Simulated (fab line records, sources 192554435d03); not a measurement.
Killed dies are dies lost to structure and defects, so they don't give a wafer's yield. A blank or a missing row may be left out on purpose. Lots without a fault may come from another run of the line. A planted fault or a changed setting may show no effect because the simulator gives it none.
Which tool did it? | flow n5_finfet | 8 lots, 24 wafers sampled, at 7 steps of a route of 1938

WHAT THE GAUGES READ, wafer by wafer
N5_SD_EPI_N_EPI_MEAS_23. Usual: thk_nm 59.0 nm, standard deviation 1.1.
lot  | measured    | on            | thk_nm (nm)    | flag
L235 | day 4 02:00 | film_metro-02 | 59.1 60.1 59.5 |
L236 | day 4 05:06 | film_metro-02 | 57.8 59.1 61.2 |
L240 | day 5 04:57 | film_metro-02 | 60.3 59.6 59.3 |
L243 | day 6 00:36 | film_metro-01 | 60.7 60.0 59.1 |
L244 | day 6 10:20 | film_metro-01 | 57.9 58.7 57.1 |
L247 | day 7 10:17 | film_metro-02 | 59.1 59.0 58.3 |
L250 | day 7 16:55 | film_metro-02 | 57.8 49.3 59.0 | OFF
L251 | day 7 21:20 | film_metro-01 | 47.7 57.6 45.8 | OFF

N5_SD_ACTIVATION_RS_MEAS_03: measures by four-point-probe. Usual: RS_SD_N 21.9 ohm/sq, standard deviation 0.3; RS_SD_P 56.1 ohm/sq, standard deviation 0.82.
lot  | measured    | on            | RS_SD_N (ohm/sq) | RS_SD_P (ohm/sq) | flag
L235 | day 4 07:16 | film_metro-02 | 21.7 21.6 21.9   | 57.0 56.9 56.8   |
L236 | day 4 10:19 | film_metro-02 | 22.0 22.0 21.9   | 56.1 55.9 56.4   |
L240 | day 5 10:02 | film_metro-02 | 21.4 21.6 21.5   | 57.0 57.0 56.6   |
L243 | day 6 06:05 | film_metro-02 | 21.4 21.5 21.2   | 55.6 55.0 55.4   |
L244 | day 6 17:23 | film_metro-02 | 22.5 22.2 22.0   | 56.4 56.3 56.6   |
L247 | day 7 15:37 | film_metro-01 | 22.2 22.2 22.0   | 55.7 56.5 56.4   |
L250 | day 7 23:02 | film_metro-02 | 22.1 26.7 21.7   | 57.1 55.9 57.6   | OFF
L251 | day 8 04:03 | film_metro-01 | 27.4 22.2 27.4   | 56.5 55.7 54.5   | OFF

N5_BEOL_M4_RC_MEAS_101. Usual: DIBL_N 36.5 mV/V, standard deviation 1.4; DIBL_P 36.5 mV/V, standard deviation 1.6; IOFF_N 0.163 nA/um, standard deviation 0.022; IOFF_P 0.219 nA/um, standard deviation 0.029; ION_N 675 uA/um, standard deviation 8.3; ION_P 464 uA/um, standard deviation 6.2; REXT_N 74.7 ohm.um, standard deviation 1.6; RS_SD_N 28.4 ohm/sq, standard deviation 0.38; SS_N 71.5 mV/dec, standard deviation 0.52; SS_P 73.4 mV/dec, standard deviation 0.57; VT_N 249.7 mV, standard deviation 2.6; VT_P -250 mV, standard deviation 3.
lot  | measured     | on        | DIBL_N (mV/V)  | DIBL_P (mV/V)  | IOFF_N (nA/um)    | IOFF_P (nA/um)    | ION_N (uA/um) | ION_P (uA/um) | REXT_N (ohm.um) | RS_SD_N (ohm/sq) | SS_N (mV/dec)  | SS_P (mV/dec)  | VT_N (mV)         | VT_P (mV)      | flag
L235 | day 9 04:06  | prober-02 | 35.5 36.6 34.2 | 37.1 38.6 34.9 | 0.148 0.168 0.125 | 0.205 0.224 0.172 | 671 675 659   | 465 460 456   | 76.4 76.6 76.9  | 27.8 27.9 28.1   | 71.2 71.8 70.9 | 73.5 73.5 72.6 | 253.1 249.6 253.6 | -252 -252 -254 |
L236 | day 9 19:38  | prober-02 | 38.0 37.2 37.7 | 38.5 37.4 38.7 | 0.187 0.190 0.194 | 0.234 0.208 0.236 | 682 691 687   | 462 466 461   | 69.6 69.0 70.3  | 28.6 28.5 28.6   | 72.1 72.5 72.0 | 74.0 72.4 73.9 | 247.6 245.4 246.8 | -249 -251 -251 | OFF
L240 | day 9 22:42  | prober-01 | 33.8 36.2 35.3 | 32.7 35.5 34.8 | 0.120 0.155 0.140 | 0.196 0.244 0.230 | 666 671 676   | 468 464 472   | 76.7 77.7 76.6  | 27.8 27.9 27.8   | 71.6 71.3 71.5 | 72.4 73.1 72.8 | 251.9 249.2 250.8 | -247 -247 -248 |
L243 | day 10 15:59 | prober-02 | 35.2 36.1 38.4 | 36.0 36.6 39.9 | 0.148 0.172 0.212 | 0.232 0.246 0.302 | 675 668 682   | 468 468 472   | 74.1 74.8 74.5  | 28.1 27.8 27.9   | 70.5 71.4 71.5 | 72.0 72.3 73.9 | 250.1 247.9 244.5 | -248 -247 -244 |
L244 | day 11 08:19 | prober-02 | 35.3 36.1 35.1 | 34.8 35.7 34.3 | 0.152 0.169 0.143 | 0.225 0.241 0.211 | 682 677 679   | 475 469 467   | 73.9 74.1 73.4  | 29.1 28.7 29.0   | 71.4 71.4 71.5 | 72.7 73.3 72.6 | 248.2 247.0 249.3 | -247 -247 -250 |
L247 | day 12 15:24 | prober-01 | 38.6 38.1 38.4 | 37.1 36.5 36.5 | 0.181 0.173 0.177 | 0.226 0.205 0.205 | 682 678 665   | 462 456 450   | 76.9 76.3 77.1  | 28.5 28.7 28.8   | 72.3 72.3 71.2 | 73.7 73.7 73.2 | 246.5 248.6 249.0 | -251 -253 -254 |
L250 | day 12 19:00 | prober-01 | 37.9 38.8 39.1 | 38.8 39.5 39.8 | 0.177 0.181 0.197 | 0.227 0.243 0.247 | 684 671 685   | 464 465 468   | 73.9 80.4 74.0  | 28.4 35.3 28.2   | 71.6 71.8 71.8 | 73.8 74.3 74.1 | 247.7 249.0 247.4 | -250 -249 -246 | OFF
L251 | day 12 21:46 | prober-02 | 37.6 37.7 38.7 | 37.0 38.1 38.3 | 0.170 0.195 0.196 | 0.219 0.232 0.244 | 671 694 671   | 461 469 465   | 82.5 75.3 81.7  | 35.3 29.0 35.3   | 71.7 71.5 71.7 | 73.5 73.2 73.7 | 251.0 247.1 248.0 | -250 -251 -250 | OFF

WHICH TOOL RAN EACH LOT (tool, then ch and the chambers of the sampled wafers, then the start)
lot  | N5_DUMMY_GATE_TRIM_49           | N5_DUMMY_GATE_STRIP_41            | N5_SD_EPI_N_ETCHBACK_44           | N5_SD_EPI_N_EPI_21
L235 | rie_si-06 ch 2,3, day 3 18:38   | rie_diel-03 ch 0,1,2, day 3 18:54 | rie_diel-01 ch 2,3, day 3 22:16   | epi_rpcvd-01 ch 0, day 4 00:49
L236 | rie_si-06 ch 1,2,3, day 3 23:32 | rie_diel-03 ch 0,1,3, day 3 23:56 | rie_diel-02 ch 1,2,3, day 4 02:07 | epi_rpcvd-02 ch 0, day 4 04:13
L240 | rie_si-06 ch 1,2, day 4 23:35   | rie_diel-04 ch 0,1,3, day 4 23:50 | rie_diel-02 ch 0,3, day 5 01:59   | epi_rpcvd-02 ch 0, day 5 03:14
L243 | rie_si-02 ch 0,1,3, day 5 18:12 | rie_diel-06 ch 0,1,2, day 5 18:26 | rie_diel-05 ch 0,1,3, day 5 20:52 | epi_rpcvd-04 ch 0, day 5 22:19
L244 | rie_si-06 ch 0,2, day 6 05:01   | rie_diel-06 ch 0,2,3, day 6 05:16 | rie_diel-02 ch 2,3, day 6 07:20   | epi_rpcvd-01 ch 0, day 6 09:10
L247 | rie_si-05 ch 0,1,2, day 7 04:02 | rie_diel-06 ch 0,1,2, day 7 04:22 | rie_diel-05 ch 1,2,3, day 7 06:34 | epi_rpcvd-04 ch 0, day 7 08:23
L250 | rie_si-05 ch 0,2,3, day 7 11:23 | rie_diel-03 ch 0,1, day 7 11:42   | rie_diel-01 ch 0,1,3, day 7 13:56 | epi_rpcvd-01 ch 0, day 7 15:45
L251 | rie_si-05 ch 0,2,3, day 7 15:51 | rie_diel-06 ch 0,1,2, day 7 16:07 | rie_diel-01 ch 0,1,2, day 7 18:19 | epi_rpcvd-01 ch 0, day 7 19:35
- N5_DUMMY_GATE_TRIM_49: chemistry O2, time 29 s, target cd 14 nm.
- N5_DUMMY_GATE_STRIP_41: strips in O2.
- N5_SD_EPI_N_ETCHBACK_44: etches SiNx in CH3F/O2, stops on SiO2, target depth 14.5 nm.
- N5_SD_EPI_N_EPI_21: deposits Si:P, time 690 s.

WHAT THE TOOLS THEMSELVES READ (means of the sampled wafers that have a number; where no wafer has one, the mark that the record gives instead)
N5_DUMMY_GATE_TRIM_49. Usual: drypump_motor_current_A 5.8 A, standard deviation 0.37; oes_product_au 1.003 a.u., standard deviation 0.021; throttle_valve_pct 8.15 %, standard deviation 0.16.
lot  | tool      | drypump_motor_current_A (A) | oes_product_au (a.u.) | throttle_valve_pct (%) | flag
L235 | rie_si-06 | 5.8                         | 1.006                 | 8.20                   |
L236 | rie_si-06 | 5.9                         | 1.018                 | 8.16                   |
L240 | rie_si-06 | 5.7                         | 1.027                 | 8.24                   |
L243 | rie_si-02 | 5.5                         | 0.997                 | 8.10                   |
L244 | rie_si-06 | 5.7                         | 0.988                 | 8.20                   |
L247 | rie_si-05 | 6.1                         | 1.002                 | 8.33                   |
L250 | rie_si-05 | 5.9                         | 0.998                 | 8.22                   |
L251 | rie_si-05 | 5.8                         | 0.991                 | 8.21                   |

N5_DUMMY_GATE_STRIP_41. Usual: drypump_motor_current_A 5.9 A, standard deviation 0.35; oes_product_au 0.79 a.u., standard deviation 0.095; rf_vpp_V 3.7 V, standard deviation 0.47; showerhead_plenum_p_Torr 2.12 Torr, standard deviation 0.059; throttle_valve_pct 16.7 %, standard deviation 0.33.
lot  | tool        | drypump_motor_current_A (A) | oes_product_au (a.u.) | rf_vpp_V (V) | showerhead_plenum_p_Torr (Torr) | throttle_valve_pct (%) | flag
L235 | rie_diel-03 | 6.0                         | 0.81                  | 3.6          | 2.10                            | 16.6                   |
L236 | rie_diel-03 | 6.0                         | 0.84                  | 3.9          | 2.15                            | 16.5                   |
L240 | rie_diel-04 | 5.8                         | 0.73                  | 4.2          | 2.12                            | 16.8                   |
L243 | rie_diel-06 | 5.6                         | 0.76                  | 3.9          | 2.13                            | 16.9                   |
L244 | rie_diel-06 | 5.6                         | 0.74                  | 3.7          | 2.15                            | 16.8                   |
L247 | rie_diel-06 | 5.6                         | 0.74                  | 4.2          | 2.12                            | 16.9                   |
L250 | rie_diel-03 | 5.8                         | 0.85                  | 3.0          | 2.09                            | 16.4                   |
L251 | rie_diel-06 | 5.6                         | 0.75                  | 3.5          | 2.12                            | 16.9                   |

N5_SD_EPI_N_ETCHBACK_44. Usual: drypump_motor_current_A 5.7 A, standard deviation 0.51; mfc_ar_sccm 150.0 sccm, standard deviation 0.54; oes_product_au 0.65 a.u., standard deviation 0.061; rf_vpp_V 297.5 V, standard deviation 2.1; showerhead_plenum_p_Torr 1.976 Torr, standard deviation 0.029; throttle_valve_pct 16.40 %, standard deviation 0.26.
lot  | tool        | drypump_motor_current_A (A) | mfc_ar_sccm (sccm) | oes_product_au (a.u.) | rf_vpp_V (V) | showerhead_plenum_p_Torr (Torr) | throttle_valve_pct (%) | flag
L235 | rie_diel-01 | 5.4                         | 149.8              | 0.62                  | 295.5        | 1.985                           | 16.66                  |
L236 | rie_diel-02 | 6.1                         | 150.1              | 0.66                  | 297.3        | 2.016                           | 16.34                  |
L240 | rie_diel-02 | 5.7                         | 149.8              | 0.69                  | 297.2        | 1.970                           | 16.29                  |
L243 | rie_diel-05 | 5.6                         | 150.3              | 0.61                  | 296.8        | 1.979                           | 16.51                  |
L244 | rie_diel-02 | 6.0                         | 150.2              | 0.66                  | 295.4        | 2.009                           | 16.59                  |
L247 | rie_diel-05 | 5.6                         | 149.8              | 0.61                  | 298.3        | 1.954                           | 16.54                  |
L250 | rie_diel-01 | 5.7                         | 150.1              | 0.66                  | 299.0        | 1.970                           | 16.30                  |
L251 | rie_diel-01 | 6.0                         | 150.3              | 0.73                  | 296.8        | 1.963                           | 16.23                  |

THE ANSWER, worked out from the rows above alone
Rule: a lot is off if the mean of its wafers that have a number lies more than 3 standard deviations from the usual mean. A lot without any number at a reading at which 4 lots or more have one is off too. The other lots that the step has rows for count as sound. The gauges are gone through in route order, then the tools' own readings, and for those a lot's mean is taken as printed above. The first step at which some lot is off is used, and at that step the reading that is off furthest; a lot without a number counts as furthest.
Off: L250, L251, at N5_SD_EPI_N_EPI_MEAS_23 (thk_nm).
A tool fits if, at a process step before that reading, it ran every lot that is off, and no sound lot after the first of them. The gauges at N5_SD_EPI_N_EPI_MEAS_23 aren't tried: what is off there is off at N5_BEOL_M4_RC_MEAS_101 too, on other tools, and a gauge's error can't cause that. Can't be told from this: 3 tools fit, rie_si-05 at N5_DUMMY_GATE_TRIM_49, rie_diel-01 at N5_SD_EPI_N_ETCHBACK_44, epi_rpcvd-01 at N5_SD_EPI_N_EPI_21.

WHAT THE SIMULATOR HAD PUT IN
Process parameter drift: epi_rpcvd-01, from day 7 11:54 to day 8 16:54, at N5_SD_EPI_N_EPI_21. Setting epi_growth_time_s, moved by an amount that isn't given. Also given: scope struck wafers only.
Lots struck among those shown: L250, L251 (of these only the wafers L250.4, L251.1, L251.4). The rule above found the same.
